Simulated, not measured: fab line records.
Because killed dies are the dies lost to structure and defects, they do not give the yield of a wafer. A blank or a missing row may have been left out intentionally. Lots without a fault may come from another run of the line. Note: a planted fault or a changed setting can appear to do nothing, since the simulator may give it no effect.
Split-lot trial || flow n5-finfet || 7 lots, 39 wafers read, on a route of 1938 steps

## THE SPLIT
At N5_BEOL_M1_DEP_57 (deposits SiCN from 3MS/NH3, target thk 8 nm, time 14 s), the setting target-thk-a was moved away from the recipe's 80 angstrom on 15 of the 39 wafers read, by -22.1% to +37.5%. All remaining wafers had this setting at the recipe value.

The reading comes from the split's own step.

## THE READING
SiCN_of_BEOL_M1_DEP_57.thk-nm (the simulator's own value, which no gauge read), in nm, at N5_BEOL_M1_DEP_57 (deposits SiCN from 3MS/NH3, target thk 8 nm, time 14 s). The file does not state a usual value for it. Across the 24 wafers here that went through the recipe, the average is 8.1 nm and the standard deviation 0.2 nm.

{"wafer": "L076.1", "tool, chamber at the split": "pecvd-02, 2,0", "target-thk-a as run, angstrom": 98.36, "against the recipe": "+23.0%", "SiCN_of_BEOL_M1_DEP_57.thk-nm, nm": 10, "against lot-mates on the recipe": "+1.9"}
{"wafer": "L076.4", "tool, chamber at the split": "pecvd-02, 2,0", "target-thk-a as run, angstrom": 98.36, "against the recipe": "+23.0%", "SiCN_of_BEOL_M1_DEP_57.thk-nm, nm": 10, "against lot-mates on the recipe": "+1.9"}
{"wafer": "L076.2", "tool, chamber at the split": "pecvd-02, 0", "target-thk-a as run, angstrom": 80, "against the recipe": "recipe", "SiCN_of_BEOL_M1_DEP_57.thk-nm, nm": 8, "against lot-mates on the recipe": "-"}
{"wafer": "L076.3", "tool, chamber at the split": "pecvd-02, 1", "target-thk-a as run, angstrom": 80, "against the recipe": "recipe", "SiCN_of_BEOL_M1_DEP_57.thk-nm, nm": 8.2, "against lot-mates on the recipe": "-"}
{"wafer": "L076.5", "tool, chamber at the split": "pecvd-02, 1", "target-thk-a as run, angstrom": 80, "against the recipe": "recipe", "SiCN_of_BEOL_M1_DEP_57.thk-nm, nm": 8.2, "against lot-mates on the recipe": "-"}
{"wafer": "L076.6", "tool, chamber at the split": "pecvd-02, 2", "target-thk-a as run, angstrom": 98.36, "against the recipe": "+23.0%", "SiCN_of_BEOL_M1_DEP_57.thk-nm, nm": 9.8, "against lot-mates on the recipe": "+1.7"}
{"wafer": "L078.1", "tool, chamber at the split": "pecvd-02, 0,2", "target-thk-a as run, angstrom": 102.1, "against the recipe": "+27.6%", "SiCN_of_BEOL_M1_DEP_57.thk-nm, nm": 10.2, "against lot-mates on the recipe": "+1.9"}
{"wafer": "L078.3", "tool, chamber at the split": "pecvd-02, 0,2", "target-thk-a as run, angstrom": 102.1, "against the recipe": "+27.6%", "SiCN_of_BEOL_M1_DEP_57.thk-nm, nm": 10.2, "against lot-mates on the recipe": "+1.9"}
{"wafer": "L078.2", "tool, chamber at the split": "pecvd-02, 1", "target-thk-a as run, angstrom": 80, "against the recipe": "recipe", "SiCN_of_BEOL_M1_DEP_57.thk-nm, nm": 8.4, "against lot-mates on the recipe": "-"}
{"wafer": "L078.4", "tool, chamber at the split": "pecvd-02, 1", "target-thk-a as run, angstrom": 80, "against the recipe": "recipe", "SiCN_of_BEOL_M1_DEP_57.thk-nm, nm": 8.4, "against lot-mates on the recipe": "-"}
{"wafer": "L078.5", "tool, chamber at the split": "pecvd-02, 2", "target-thk-a as run, angstrom": 80, "against the recipe": "recipe", "SiCN_of_BEOL_M1_DEP_57.thk-nm, nm": 8.2, "against lot-mates on the recipe": "-"}
{"wafer": "L078.6", "tool, chamber at the split": "pecvd-02, 0", "target-thk-a as run, angstrom": 102.1, "against the recipe": "+27.6%", "SiCN_of_BEOL_M1_DEP_57.thk-nm, nm": 10.4, "against lot-mates on the recipe": "+2.1"}
{"wafer": "L074.1", "tool, chamber at the split": "pecvd-01, 2", "target-thk-a as run, angstrom": 80, "against the recipe": "recipe", "SiCN_of_BEOL_M1_DEP_57.thk-nm, nm": 8, "against lot-mates on the recipe": "-"}
{"wafer": "L074.2", "tool, chamber at the split": "pecvd-01, 0,0,1", "target-thk-a as run, angstrom": 103, "against the recipe": "+28.8%", "SiCN_of_BEOL_M1_DEP_57.thk-nm, nm": 10.2, "against lot-mates on the recipe": "+2.2"}
{"wafer": "L074.5", "tool, chamber at the split": "pecvd-01, 0,0,1", "target-thk-a as run, angstrom": 103, "against the recipe": "+28.8%", "SiCN_of_BEOL_M1_DEP_57.thk-nm, nm": 10.2, "against lot-mates on the recipe": "+2.2"}
{"wafer": "L074.6", "tool, chamber at the split": "pecvd-01, 0,0,1", "target-thk-a as run, angstrom": 103, "against the recipe": "+28.8%", "SiCN_of_BEOL_M1_DEP_57.thk-nm, nm": 10.2, "against lot-mates on the recipe": "+2.2"}
{"wafer": "L074.3", "tool, chamber at the split": "pecvd-01, 1", "target-thk-a as run, angstrom": 80, "against the recipe": "recipe", "SiCN_of_BEOL_M1_DEP_57.thk-nm, nm": 7.8, "against lot-mates on the recipe": "-"}
{"wafer": "L074.4", "tool, chamber at the split": "pecvd-01, 2", "target-thk-a as run, angstrom": 80, "against the recipe": "recipe", "SiCN_of_BEOL_M1_DEP_57.thk-nm, nm": 8.2, "against lot-mates on the recipe": "-"}
{"wafer": "L081.1", "tool, chamber at the split": "pecvd-01, 1,0", "target-thk-a as run, angstrom": 80, "against the recipe": "recipe", "SiCN_of_BEOL_M1_DEP_57.thk-nm, nm": 7.8, "against lot-mates on the recipe": "-"}
{"wafer": "L081.2", "tool, chamber at the split": "pecvd-01, 1,0", "target-thk-a as run, angstrom": 80, "against the recipe": "recipe", "SiCN_of_BEOL_M1_DEP_57.thk-nm, nm": 7.8, "against lot-mates on the recipe": "-"}
{"wafer": "L081.3", "tool, chamber at the split": "pecvd-01, 2,1,0", "target-thk-a as run, angstrom": 62.31, "against the recipe": "-22.1%", "SiCN_of_BEOL_M1_DEP_57.thk-nm, nm": 6.2, "against lot-mates on the recipe": -1.7}
{"wafer": "L081.4", "tool, chamber at the split": "pecvd-01, 2,1,0", "target-thk-a as run, angstrom": 62.31, "against the recipe": "-22.1%", "SiCN_of_BEOL_M1_DEP_57.thk-nm, nm": 6.2, "against lot-mates on the recipe": -1.7}
{"wafer": "L081.5", "tool, chamber at the split": "pecvd-01, 2,1,0", "target-thk-a as run, angstrom": 62.31, "against the recipe": "-22.1%", "SiCN_of_BEOL_M1_DEP_57.thk-nm, nm": 6.2, "against lot-mates on the recipe": -1.7}
{"wafer": "L081.6", "tool, chamber at the split": "pecvd-01, 2", "target-thk-a as run, angstrom": 80, "against the recipe": "recipe", "SiCN_of_BEOL_M1_DEP_57.thk-nm, nm": 8.2, "against lot-mates on the recipe": "-"}
{"wafer": "L083.1", "tool, chamber at the split": "pecvd-04, 0", "target-thk-a as run, angstrom": 80, "against the recipe": "recipe", "SiCN_of_BEOL_M1_DEP_57.thk-nm, nm": 8.2, "against lot-mates on the recipe": "-"}
{"wafer": "L083.2", "tool, chamber at the split": "pecvd-04, 2,1", "target-thk-a as run, angstrom": 80, "against the recipe": "recipe", "SiCN_of_BEOL_M1_DEP_57.thk-nm, nm": 8, "against lot-mates on the recipe": "-"}
{"wafer": "L083.6", "tool, chamber at the split": "pecvd-04, 2,1", "target-thk-a as run, angstrom": 80, "against the recipe": "recipe", "SiCN_of_BEOL_M1_DEP_57.thk-nm, nm": 8, "against lot-mates on the recipe": "-"}
{"wafer": "L083.3", "tool, chamber at the split": "pecvd-04, 1,2", "target-thk-a as run, angstrom": 110, "against the recipe": "+37.5%", "SiCN_of_BEOL_M1_DEP_57.thk-nm, nm": 11, "against lot-mates on the recipe": "+2.9"}
{"wafer": "L083.5", "tool, chamber at the split": "pecvd-04, 1,2", "target-thk-a as run, angstrom": 110, "against the recipe": "+37.5%", "SiCN_of_BEOL_M1_DEP_57.thk-nm, nm": 11, "against lot-mates on the recipe": "+2.9"}
{"wafer": "L083.4", "tool, chamber at the split": "pecvd-04, 0", "target-thk-a as run, angstrom": 110, "against the recipe": "+37.5%", "SiCN_of_BEOL_M1_DEP_57.thk-nm, nm": 11.2, "against lot-mates on the recipe": "+3.1"}
{"wafer": "L084.1", "tool, chamber at the split": "pecvd-01, 2", "target-thk-a as run, angstrom": 80, "against the recipe": "recipe", "SiCN_of_BEOL_M1_DEP_57.thk-nm, nm": 8.2, "against lot-mates on the recipe": "-"}
{"wafer": "L084.5", "tool, chamber at the split": "pecvd-01, 2", "target-thk-a as run, angstrom": 80, "against the recipe": "recipe", "SiCN_of_BEOL_M1_DEP_57.thk-nm, nm": 8.2, "against lot-mates on the recipe": "-"}
{"wafer": "L084.2", "tool, chamber at the split": "pecvd-01, 1", "target-thk-a as run, angstrom": 80, "against the recipe": "recipe", "SiCN_of_BEOL_M1_DEP_57.thk-nm, nm": 7.8, "against lot-mates on the recipe": "-"}
{"wafer": "L084.3", "tool, chamber at the split": "pecvd-01, 1", "target-thk-a as run, angstrom": 80, "against the recipe": "recipe", "SiCN_of_BEOL_M1_DEP_57.thk-nm, nm": 7.8, "against lot-mates on the recipe": "-"}
{"wafer": "L084.6", "tool, chamber at the split": "pecvd-01, 1", "target-thk-a as run, angstrom": 80, "against the recipe": "recipe", "SiCN_of_BEOL_M1_DEP_57.thk-nm, nm": 7.8, "against lot-mates on the recipe": "-"}
{"wafer": "L084.4", "tool, chamber at the split": "pecvd-01, 2", "target-thk-a as run, angstrom": 80, "against the recipe": "recipe", "SiCN_of_BEOL_M1_DEP_57.thk-nm, nm": 8.4, "against lot-mates on the recipe": "-"}
{"wafer": "L092.1", "tool, chamber at the split": "pecvd-04, 0", "target-thk-a as run, angstrom": 80, "against the recipe": "recipe", "SiCN_of_BEOL_M1_DEP_57.thk-nm, nm": 8, "against lot-mates on the recipe": "-"}
{"wafer": "L092.4", "tool, chamber at the split": "pecvd-04, 0", "target-thk-a as run, angstrom": 80, "against the recipe": "recipe", "SiCN_of_BEOL_M1_DEP_57.thk-nm, nm": 8, "against lot-mates on the recipe": "-"}
{"wafer": "L092.5", "tool, chamber at the split": "pecvd-04, 1", "target-thk-a as run, angstrom": 80, "against the recipe": "recipe", "SiCN_of_BEOL_M1_DEP_57.thk-nm, nm": 8.2, "against lot-mates on the recipe": "-"}
Rows listing several chambers each stand for several wafers; the file does not say which wafer went through which chamber.

FIT RESULTS
A straight line over all 39 wafers: SiCN_of_BEOL_M1_DEP_57.thk-nm changes by +0.0797 nm for each +1% of target-thk-a; r = +0.99; the points scatter about the line by 0.18 nm.
The same after taking each lot's own level away (the mean of its wafers on the recipe; 39 wafers): +0.0772 nm for each +1%; r = +0.99; scatter 0.15 nm.
According to that fit, moving target-thk-a by its largest amount changes the reading by 2.9 nm.
The span of the lots' own levels, 7.93 to 8.33 nm, comes to 2.0 times the standard deviation stated above.
Consequently the slope shifts little with the lot-to-lot level, the two slopes agreeing.
Check: for one of the wafers moved furthest among these (+37.5%), held out of the fit, the line's prediction against its lot-mates is +2.88 nm. Against them it came out at +2.93 nm.

## FILE'S OWN FIT
SiCN_of_BEOL_M1_DEP_57.thk-nm changes by +0.077 nm for each +1% of target-thk-a, r = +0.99.
